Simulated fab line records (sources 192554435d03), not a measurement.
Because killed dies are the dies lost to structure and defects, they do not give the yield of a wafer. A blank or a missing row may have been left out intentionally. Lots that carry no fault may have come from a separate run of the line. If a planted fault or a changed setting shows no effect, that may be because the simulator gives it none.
Chamber matching    flow n5-finfet    N5_GATE_CUT_ETCH_19 on rie-diel-03 has 4 sister chambers
The step etches SiNx in CH3F/O2, target depth 53.7 nm, time 76.7 s. 24 wafers are shown with their chamber, then 12 later ones without.

## WAFERS WITH THEIR CHAMBER
wafer   chamber  showerhead-plenum-p-Torr (Torr)  throttle-valve-pct (%)  oes-product-au (a.u.)
L075.2  0        2.00                             16.72                   0.64
L075.3  3        2.13                             16.41                   0.72
L075.5  1        2.06                             16.64                   0.59
L076.1  0        2.00                             16.73                   0.63
L076.2  1        2.06                             16.63                   0.59
L076.4  2        2.03                             16.23                   0.77
L077.4  2        2.03                             16.26                   0.76
L077.5  2        2.03                             16.27                   0.77
L077.6  1        2.06                             16.64                   0.60
L078.2  0        2.00                             16.73                   0.64
L078.3  1        2.06                             16.64                   0.60
L078.6  1        2.06                             16.63                   0.60
L079.2  3        2.12                             16.42                   0.72
L079.3  1        2.06                             16.66                   0.59
L079.4  2        2.03                             16.26                   0.75
L083.4  0        2.00                             16.73                   0.63
L083.5  1        2.06                             16.64                   0.59
L083.6  0        2.00                             16.74                   0.64
L085.1  2        2.03                             16.28                   0.74
L085.4  0        2.00                             16.76                   0.62
L085.5  3        2.12                             16.45                   0.70
L086.1  3        2.12                             16.44                   0.69
L086.4  3        2.12                             16.45                   0.70
L086.6  0        2.00                             16.75                   0.62

SIGNATURES (means of the wafers above)
reading                   chamber 0  chamber 1  chamber 2  chamber 3  scatter within a chamber
showerhead-plenum-p-Torr  2.0000     2.0600     2.0300     2.1220     0.002
throttle-valve-pct        16.7371    16.6400    16.2600    16.4340    0.0149
oes-product-au            0.6314     0.5943     0.7580     0.7060     0.0101
Rule: for each reading, subtract the chamber's mean from the wafer's reading, divide by that reading's scatter and square the result; add these up over the readings and take the root, which gives the wafer's distance from the chamber. The wafer belongs to the nearest chamber; if the next one is less than 2 further off, it can't be placed. The scatter is the square root of a quotient: the sum, over the shown wafers, of each reading's squared deviation from its chamber's mean, divided by wafers minus chambers.

## WAFERS MISSING THEIR CHAMBER
wafer   showerhead-plenum-p-Torr (Torr)  throttle-valve-pct (%)  oes-product-au (a.u.)
L090.1  1.99                             16.78                   0.62
L090.2  2.12                             16.47                   0.69
L090.3  2.06                             16.15                   0.83
L091.1  2.06                             16.17                   0.82
L091.3  1.99                             16.78                   0.62
L091.6  1.99                             16.77                   0.61
L093.1  2.05                             16.18                   0.80
L093.4  2.11                             16.48                   0.68
L093.6  2.02                             16.30                   0.72
L095.2  2.05                             16.19                   0.80
L095.4  1.99                             16.80                   0.61
L095.5  1.99                             16.79                   0.61

## WHICH CHAMBER EACH WENT THROUGH
wafer    from the rows above   in truth
L090.1   0                     0
L090.2   3                     3
L090.3   2                     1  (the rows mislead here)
L091.1   2                     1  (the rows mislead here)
L091.3   0                     0
L091.6   0                     0
L093.1   2                     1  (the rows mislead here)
L093.4   3                     3
L093.6   2                     2
L095.2   2                     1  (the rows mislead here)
L095.4   0                     0
L095.5   0                     0
Correct placement for 8 of the 12. Left unplaced by these rows: 0. 4 placed wrongly.
